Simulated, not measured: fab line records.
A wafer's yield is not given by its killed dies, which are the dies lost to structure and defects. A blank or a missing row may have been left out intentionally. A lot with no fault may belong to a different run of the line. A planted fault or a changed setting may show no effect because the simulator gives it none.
fab line records + flow n5_finfet
[record]
- lots = 12
- wafers = 35
- last_day = 17
route steps=1938 shown BEOL_M7@1318 BEOL_M8@1332
lots untouched by any fault: they come from a run of this same line in which no faults occurred
start_h: start of the lot's first displayed wafer, in hours after the record's first day + wait_h: how many hours have passed since the lot's step before this one + " repeats the value in the row above + L1.1+2: a row that stands for several wafers + - value missing, or start not given + * or withheld: withheld + < > ~ a bound
route shown NAME@n: NAME is a module with steps in the file, n the number in the route of the first one + usual: mean and standard deviation over wafers with no fault + same: alike in all rows + chamber/n: place in a boat + sites: per-site readings + _std_site: how widely they spread, as a standard deviation + _edge_site: the outer-site mean with the inner-site mean subtracted + radius_mm: how far each site lies from the wafer's centre + mask NAME#n: copy n + behind: the most recent tool/chamber to have shaped the wafer + hold: reason for holding the lot/hours on hold/outcome of the hold + device: the n, p or np transistor that did not switch + end of line: tests of these same wafers at the route's end + a step given without rows: its recipe and nothing more + killed: count of dies lost to structure and defects at first sort (not the wafer's yield) + map: dies across one wafer; x = killed, . = not, _ = none there
set.NAME: setting as actually run; set.NAME@STEP: the setting as run at that earlier step + model.NAME: the simulator's own value behind a step, which no gauge read
a sample of lots followed through the steps of the route, with each step as a table and each wafer as a row
services: when a tool's chamber went out of use (start_h, in hours from the record's first day, below 0 if earlier), for how many hours, and the reason
[[steps]]
[step N5_BEOL_M7_DEGAS_44]
[recipe]
- ambient = vacuum
- temp_c = 250
- time_s = 60
[usual]
- heater_power_w = 352/25
- susceptor_temp_C = 250.00/0.16
| lot.wafer | tool           | chamber | start_h | wait_h | heater_power_w | susceptor_temp_C |
|-----------|----------------|---------|---------|--------|----------------|------------------|
| L639.1    | pvd_sputter-02 | -       | 204.57  | 0.3    | 351            | 250.49           |
| L639.3    | "              | -       | "       | "      | 360            | 249.93           |
| L639.4    | "              | -       | "       | "      | 377            | 250.06           |
| L640.2    | pvd_sputter-03 | -       | 217.61  | 0.7    | 398            | 249.99           |
| L640.3    | "              | -       | "       | "      | 339            | 250.19           |
| L640.5    | "              | -       | "       | "      | 327            | 250.32           |
| L645.1    | pvd_sputter-02 | -       | 224.79  | 0.4    | 344            | 249.89           |
| L645.5    | "              | -       | "       | "      | 353            | 249.81           |
| L645.6    | "              | -       | "       | "      | 349            | 249.76           |
| L644.3    | pvd_sputter-03 | -       | 228.67  | 0.4    | 331            | 249.92           |
| L644.4    | "              | -       | "       | "      | 396            | 250.07           |
| L644.5    | "              | -       | "       | "      | 333            | 250.27           |
| L642.1    | pvd_sputter-03 | -       | 237.31  | 2.7    | 413            | 249.89           |
| L642.5    | "              | -       | "       | "      | 333            | 249.84           |
| L642.6    | "              | -       | "       | "      | 410            | 249.66           |
| L647.4    | pvd_sputter-02 | -       | 247.36  | 0.5    | 380            | 249.90           |
| L647.5    | "              | -       | "       | "      | 345            | 250.18           |
| L657.3    | pvd_sputter-02 | -       | 303.93  | 0.6    | 351            | 249.93           |
| L657.4    | "              | -       | "       | "      | 378            | 250.17           |
| L657.5    | "              | -       | "       | "      | 381            | 250.09           |
| L656.4    | pvd_sputter-02 | -       | 312.39  | 0.3    | 352            | 250.12           |
| L656.5    | "              | -       | "       | "      | 342            | 250.17           |
| L656.6    | "              | -       | "       | "      | 347            | 249.95           |
| L658.1    | pvd_sputter-02 | -       | 321.00  | 0.3    | 347            | 249.80           |
| L658.4    | "              | -       | "       | "      | 375            | 249.69           |
| L658.6    | "              | -       | "       | "      | 349            | 249.79           |
| L659.1    | pvd_sputter-03 | -       | 336.38  | 0.8    | 396            | 250.44           |
| L659.3    | "              | -       | "       | "      | 326            | 250.37           |
| L659.4    | "              | -       | "       | "      | 320            | 250.32           |
| L660.1    | pvd_sputter-03 | -       | 336.46  | 0.9    | 333            | 249.93           |
| L660.3    | "              | -       | "       | "      | 353            | 250.15           |
| L660.5    | "              | -       | "       | "      | 330            | 250.14           |
| L661.3    | pvd_sputter-01 | -       | 338.28  | 0.2    | 347            | 250.13           |
| L661.4    | "              | -       | "       | "      | 363            | 249.87           |
| L661.6    | "              | -       | "       | "      | 348            | 250.08           |
[step N5_BEOL_M7_PRE_CLEAN_45]
[recipe]
- gas = H2/He
- time_s = 30
- temp_c = 250
[usual]
- heater_power_w = 352/25
- susceptor_temp_C = 250.01/0.16
| lot.wafer | tool           | chamber | start_h | wait_h | heater_power_w | susceptor_temp_C |
|-----------|----------------|---------|---------|--------|----------------|------------------|
| L639.1    | pvd_sputter-02 | -       | 204.61  | 0.0    | 340            | 249.91           |
| L639.3    | "              | -       | "       | "      | 354            | 250.08           |
| L639.4    | "              | -       | "       | "      | 369            | 249.88           |
| L640.2    | pvd_sputter-03 | -       | 217.65  | 0.0    | 401            | 250.08           |
| L640.3    | "              | -       | "       | "      | 330            | 250.12           |
| L640.5    | "              | -       | "       | "      | 338            | 249.92           |
| L645.1    | pvd_sputter-02 | -       | 224.83  | 0.0    | 336            | 250.06           |
| L645.5    | "              | -       | "       | "      | 358            | 249.97           |
| L645.6    | "              | -       | "       | "      | 355            | 249.54           |
| L644.3    | pvd_sputter-03 | -       | 228.71  | 0.0    | 323            | 250.08           |
| L644.4    | "              | -       | "       | "      | 393            | 249.93           |
| L644.5    | "              | -       | "       | "      | 322            | 249.92           |
| L642.1    | pvd_sputter-03 | -       | 237.35  | 0.0    | 391            | 250.06           |
| L642.5    | "              | -       | "       | "      | 330            | 250.01           |
| L642.6    | "              | -       | "       | "      | 403            | 250.22           |
| L647.4    | pvd_sputter-02 | -       | 247.40  | 0.0    | 375            | 249.85           |
| L647.5    | "              | -       | "       | "      | 341            | 249.80           |
| L657.3    | pvd_sputter-02 | -       | 303.97  | 0.0    | 338            | 249.79           |
| L657.4    | "              | -       | "       | "      | 375            | 250.12           |
| L657.5    | "              | -       | "       | "      | 381            | 250.11           |
| L656.4    | pvd_sputter-02 | -       | 312.43  | 0.0    | 348            | 249.94           |
| L656.5    | "              | -       | "       | "      | 339            | 250.01           |
| L656.6    | "              | -       | "       | "      | 352            | 249.88           |
| L658.1    | pvd_sputter-02 | -       | 321.04  | 0.0    | 348            | 250.03           |
| L658.4    | "              | -       | "       | "      | 382            | 250.10           |
| L658.6    | "              | -       | "       | "      | 359            | 250.25           |
| L659.1    | pvd_sputter-03 | -       | 336.42  | 0.0    | 403            | 250.16           |
| L659.3    | "              | -       | "       | "      | 332            | 249.68           |
| L659.4    | "              | -       | "       | "      | 324            | 249.70           |
| L660.1    | pvd_sputter-03 | -       | 336.50  | 0.0    | 332            | 250.06           |
| L660.3    | "              | -       | "       | "      | 336            | 250.12           |
| L660.5    | "              | -       | "       | "      | 321            | 250.07           |
| L661.3    | pvd_sputter-01 | -       | 338.32  | 0.0    | 350            | 250.01           |
| L661.4    | "              | -       | "       | "      | 363            | 249.89           |
| L661.6    | "              | -       | "       | "      | 345            | 250.11           |
[step N5_BEOL_M7_CVD_78]
[recipe]
- material = Co
- target_thk_a = 20
- temp_c = withheld
- precursor = CCTBA/H2
- pressure_torr = 30
- time_s = 142.3
[usual]
- run_length_s = 165.2/0.5
| lot.wafer | tool      | chamber | start_h | wait_h | run_length_s |
|-----------|-----------|---------|---------|--------|--------------|
| L639.1    | cvd_co-02 | 0       | 205.20  | 0.0    | 165.8        |
| L639.3    | "         | 1       | "       | "      | 164.3        |
| L639.4    | "         | 0       | "       | "      | 165.7        |
| L640.2    | cvd_co-02 | 0       | 218.22  | 0.1    | 165.5        |
| L640.3    | "         | 2       | "       | "      | 165.0        |
| L640.5    | "         | 2       | "       | "      | 164.7        |
| L645.1    | cvd_co-02 | 0       | 225.54  | 0.1    | 165.6        |
| L645.5    | "         | 1       | "       | "      | 165.0        |
| L645.6    | "         | 2       | "       | "      | 165.1        |
| L644.3    | cvd_co-02 | 1       | 229.14  | 0.0    | 164.9        |
| L644.4    | "         | 1       | "       | "      | 165.1        |
| L644.5    | "         | 2       | "       | "      | 164.9        |
| L642.1    | cvd_co-02 | 2       | 238.03  | 0.3    | 165.4        |
| L642.5    | "         | 0       | "       | "      | 130.1        |
| L642.6    | "         | 2       | "       | "      | 129.4        |
| L647.4    | cvd_co-02 | 2       | 247.93  | 0.1    | 164.6        |
| L647.5    | "         | 0       | "       | "      | 129.9        |
| L657.3    | cvd_co-01 | 2       | 304.48  | 0.1    | 165.7        |
| L657.4    | "         | 2       | "       | "      | 166.0        |
| L657.5    | "         | 0       | "       | "      | 164.7        |
| L656.4    | cvd_co-02 | 1       | 312.91  | 0.1    | 164.7        |
| L656.5    | "         | 0       | "       | "      | 165.3        |
| L656.6    | "         | 2       | "       | "      | 164.6        |
| L658.1    | cvd_co-02 | 2       | 321.64  | 0.2    | 164.4        |
| L658.4    | "         | 1       | "       | "      | 165.3        |
| L658.6    | "         | 2       | "       | "      | 165.0        |
| L659.1    | cvd_co-02 | 2       | 337.02  | 0.1    | 164.5        |
| L659.3    | "         | 0       | "       | "      | 165.8        |
| L659.4    | "         | 2       | "       | "      | 164.8        |
| L660.1    | cvd_co-01 | 0       | 337.04  | 0.0    | 165.0        |
| L660.3    | "         | 2       | "       | "      | 165.6        |
| L660.5    | "         | 2       | "       | "      | 165.7        |
| L661.3    | cvd_co-02 | 2       | 338.80  | 0.1    | 165.0        |
| L661.4    | "         | 0       | "       | "      | 165.6        |
| L661.6    | "         | 2       | "       | "      | 165.1        |
[step N5_BEOL_M8_ILD_DEP_00]
[recipe]
- material = SiCOH_lowk
- target_thk_a = 1797.5
- temp_c = 300
- precursor = DEMS/porogen
- pressure_torr = 5
- rf_w = 500
- time_s = 33.4
[usual]
- heater_power_w = 328/52
- showerhead_plenum_p_Torr = 5.738/0.013
- susceptor_temp_C = 299.97/0.19
- throttle_valve_pct = 14.1/0.98
| lot.wafer | tool     | chamber | start_h | wait_h | heater_power_w | showerhead_plenum_p_Torr | susceptor_temp_C | throttle_valve_pct |
|-----------|----------|---------|---------|--------|----------------|--------------------------|------------------|--------------------|
| L639.1    | pecvd-02 | 0       | 206.80  | 0.0    | 308            | 5.735                    | 299.96           | 13.8               |
| L639.3    | "        | 2       | "       | "      | 292            | 5.761                    | 300.03           | 13.3               |
| L639.4    | "        | 1       | "       | "      | 326            | 5.740                    | 300.16           | 13.4               |
| L640.2    | pecvd-04 | 1       | 220.30  | 0.0    | 324            | 5.757                    | 300.36           | 15.0               |
| L640.3    | "        | 1       | "       | "      | 328            | 5.752                    | 300.14           | 15.0               |
| L640.5    | "        | 1       | "       | "      | 336            | 5.758                    | 300.02           | 14.9               |
| L645.1    | pecvd-01 | 2       | 228.62  | 0.0    | 300            | 5.741                    | 299.85           | 13.3               |
| L645.5    | "        | 2       | "       | "      | 310            | 5.729                    | 299.80           | 13.3               |
| L645.6    | "        | 0       | "       | "      | 371            | 5.726                    | 299.80           | 13.7               |
| L644.3    | pecvd-02 | 0       | 230.90  | 0.0    | 373            | 5.726                    | 299.68           | 13.9               |
| L644.4    | "        | 1       | "       | "      | 322            | 5.732                    | 300.31           | 13.5               |
| L644.5    | "        | 2       | "       | "      | 327            | 5.756                    | 300.30           | 13.3               |
| L642.1    | pecvd-02 | 2       | 239.40  | 0.0    | 279            | 5.778                    | 299.89           | 13.2               |
| L642.5    | "        | 0       | "       | "      | 390            | 5.722                    | 299.89           | 14.1               |
| L642.6    | "        | 1       | "       | "      | 351            | 5.749                    | 299.95           | 13.4               |
| L647.4    | pecvd-01 | 0       | 249.01  | 0.1    | 308            | 5.725                    | 300.12           | 13.8               |
| L647.5    | "        | 1       | "       | "      | 393            | 5.745                    | 300.14           | 15.7               |
| L657.3    | pecvd-01 | 0       | 305.66  | 0.0    | 369            | 5.740                    | 299.74           | 13.6               |
| L657.4    | "        | 0       | "       | "      | 362            | 5.745                    | 300.23           | 13.8               |
| L657.5    | "        | 2       | "       | "      | 333            | 5.728                    | 299.90           | 13.2               |
| L656.4    | pecvd-04 | 2       | 314.74  | 0.1    | 211            | 5.737                    | 300.10           | 13.1               |
| L656.5    | "        | 0       | "       | "      | 199            | 5.751                    | 300.38           | 15.3               |
| L656.6    | "        | 1       | "       | "      | 360            | 5.765                    | 299.92           | 14.8               |
| L658.1    | pecvd-04 | 2       | 323.05  | 0.0    | 275            | 5.730                    | 300.14           | 12.8               |
| L658.4    | "        | 1       | "       | "      | 363            | 5.769                    | 299.97           | 15.1               |
| L658.6    | "        | 2       | "       | "      | 207            | 5.737                    | 300.06           | 12.9               |
| L660.1    | pecvd-02 | 1       | 338.37  | 0.0    | 322            | 5.740                    | 299.99           | 13.3               |
| L660.3    | "        | 0       | "       | "      | 364            | 5.734                    | 299.85           | 14.0               |
| L660.5    | "        | 2       | "       | "      | 328            | 5.757                    | 300.05           | 13.7               |
| L659.1    | pecvd-01 | 0       | 338.64  | 0.0    | 376            | 5.736                    | 299.71           | 13.6               |
| L659.3    | "        | 1       | "       | "      | 387            | 5.734                    | 300.01           | 15.8               |
| L659.4    | "        | 0       | "       | "      | 386            | 5.753                    | 299.55           | 14.1               |
| L661.3    | pecvd-01 | 1       | 339.95  | 0.0    | 425            | 5.719                    | 300.23           | 15.5               |
| L661.4    | "        | 1       | "       | "      | 323            | 5.713                    | 300.04           | 15.7               |
| L661.6    | "        | 2       | "       | "      | 288            | 5.726                    | 299.98           | 13.3               |
[[services]]
| tool           | chamber | start_h | hours | kind                          |
|----------------|---------|---------|-------|-------------------------------|
| cvd_co-01      | -       | 189.76  | 1.3   | repair                        |
| pecvd-04       | 0       | 192.99  | 2.1   | scheduled_down                |
| cvd_co-02      | 2       | 195.82  | 16.5  | repair                        |
| pecvd-04       | 2       | 202.38  | -     | clean                         |
| pecvd-04       | 2       | 202.38  | -     | consumable_replace:showerhead |
| pecvd-01       | 1       | 216.04  | 4.4   | repair                        |
| pecvd-02       | 0       | 216.74  | 2.1   | scheduled_down                |
| pecvd-02       | -       | 228.51  | 0.7   | repair                        |
| pvd_sputter-02 | -       | 238.19  | 1.5   | repair                        |
| cvd_co-01      | -       | 241.20  | 0.5   | repair                        |
| pecvd-01       | 2       | 259.72  | 5.5   | scheduled_down                |
| cvd_co-02      | -       | 268.73  | 0.5   | repair                        |
| pecvd-04       | -       | 275.15  | 6.0   | pm                            |
| pecvd-02       | 2       | 276.66  | 6.6   | repair                        |
| pvd_sputter-02 | -       | 285.64  | 5.0   | repair                        |
| pecvd-02       | -       | 286.30  | 0.9   | repair                        |
| pecvd-01       | 1       | 290.76  | 2.1   | scheduled_down                |
| cvd_co-01      | -       | 301.89  | 0.2   | repair                        |
| pecvd-01       | 1       | 320.58  | 8.3   | repair                        |
| pecvd-01       | 0       | 329.59  | 2.1   | scheduled_down                |
| cvd_co-02      | 1       | 333.33  | -     | clean                         |
| cvd_co-02      | 1       | 333.33  | 22.0  | scheduled_down                |
| cvd_co-02      | 1       | 333.33  | 22.0  | vent_cycle                    |
| pvd_sputter-03 | -       | 338.72  | 1.8   | repair                        |
[[key]]
[first_sign]
- step = N5_BEOL_M7_CVD_78
- reading = run_length_s
- direction = down
- sigmas = 71
- usual = *
- struck = *
effect none on later readings
met_at N5_BEOL_M7_CVD_78
struck_lots L642,L647
struck_wafers L642.5,L642.6,L647.5
not_acting_at N5_BEOL_M7_DEGAS_44,N5_BEOL_M7_PRE_CLEAN_45,N5_BEOL_M8_ILD_DEP_00
onset_between 229.14 238.03
[fault]
- kind = process_parameter_drift
- tool = cvd_co-02
- chamber = -
- onset_h = 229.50
- steps = N5_BEOL_M7_CVD_78
- channel = time_s
- offset = *
- shape = step
- end_h = 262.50
- scope = struck_wafers_only
- acts_in = *
- stated = *
